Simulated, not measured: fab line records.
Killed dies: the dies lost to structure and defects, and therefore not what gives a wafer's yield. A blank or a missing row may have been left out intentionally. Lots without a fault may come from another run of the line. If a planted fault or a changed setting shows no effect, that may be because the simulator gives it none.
Problem report in the 8D (eight disciplines) form, filled by code    flow n5-finfet    the parts of the form that need people (team, actions taken, sign-off) are left out

## 1. THE PROBLEM
spin-speed-rpm at N5_BEOL_M8_COAT_71 reads a mean of 1462.3 rpm on 6 wafers of 2 lots; wafers without a fault read 1499.9 rpm with a standard deviation of 1. Relative to the usual mean, that is a shift of -38 standard deviations.
The step: time 60 s, resist thk 5 nm.
Seen first at day 14 19:45 on litho-track-04, wafer L667.1. At this step, 18 wafers from 6 lots have a number in the record. The rule behind "out" and "out of limits": a value lying over 4 standard deviations away from the usual mean. The other wafers with a number count as sound.

## 2. WHAT IT IS; WHAT IT IS NOT
question                     is                      is not
which readings at this step  spin-speed-rpm          -
which lots                   L667, L670              L654, L656, L657, L675
which wafers of those lots   all that have a number  -
read on which tools          litho-track-04          litho-track-01
when                         from day 14 19:45       up to then (9 sound wafers); but 3 sound wafers of L675 came after

## 3. WHAT RULES OUT EACH SUSPECT
Counting: a tool at any process step up to the reading remains a suspect when it ran all the lots that are out and ran no sound lot after the first of those.
- rie-metal-03 at N5_BEOL_M8_HM_OPEN_17 (chemistry Cl2/BCl3, target TiN, target depth 20 nm, overetch 6 nm): kept. It processed each lot that is out, first L667 at day 14 11:40, and no sound lot thereafter; up to then, the last sound lot it processed was L656 at day 11 02:44.
- litho-track-04 at N5_BEOL_M8_COAT_71 (time 60 s, resist thk 5 nm): kept. It processed each lot that is out, first L667 at day 14 19:45, and no sound lot thereafter; up to then, the last sound lot it processed was L656 at day 11 03:35. On those wafers its own readings are out: spin-speed-rpm.
After counting, rie-metal-03 at N5_BEOL_M8_HM_OPEN_17 and litho-track-04 at N5_BEOL_M8_COAT_71 remain.

## 4. THE CAUSE (what the simulator had put in)
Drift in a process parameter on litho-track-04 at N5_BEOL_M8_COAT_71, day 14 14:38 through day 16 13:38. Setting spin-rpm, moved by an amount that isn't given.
Counting leaves 2 suspects; this tool is one of them.

## 5. THE CHAIN OF EFFECTS, in route order
Rows list readings where the struck wafers' mean (over those with a number) sits beyond 3 standard deviations from the usual. Only readings whose record carries a usual standard deviation are examined. hours: median over the lots of the time between each lot's start at the first step of this table that gives one and its start at this step. sigmas: the change, counted in usual standard deviations.
hours  step                reading         usual       on struck wafers  change  sigmas
0      N5_BEOL_M8_COAT_71  spin-speed-rpm  1499.9 rpm  1462.3            -37.6   -38
Process steps it contains:
- N5_BEOL_M8_COAT_71: time 60 s, resist thk 5 nm.
At these later measuring or inspecting steps, every struck wafer for which the step has a row has a number for every such reading, and none has moved that far: N5_BEOL_M8_CD_MEAS_28, N5_BEOL_M8_OVL_MEAS_29, N5_BEOL_M8_INSPECT_30.

## 6. HOW IT WOULD HAVE BEEN CAUGHT EARLIER
In this record no reading fell out of limits until day 14 19:45, 5 hours after the fault had begun at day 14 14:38.
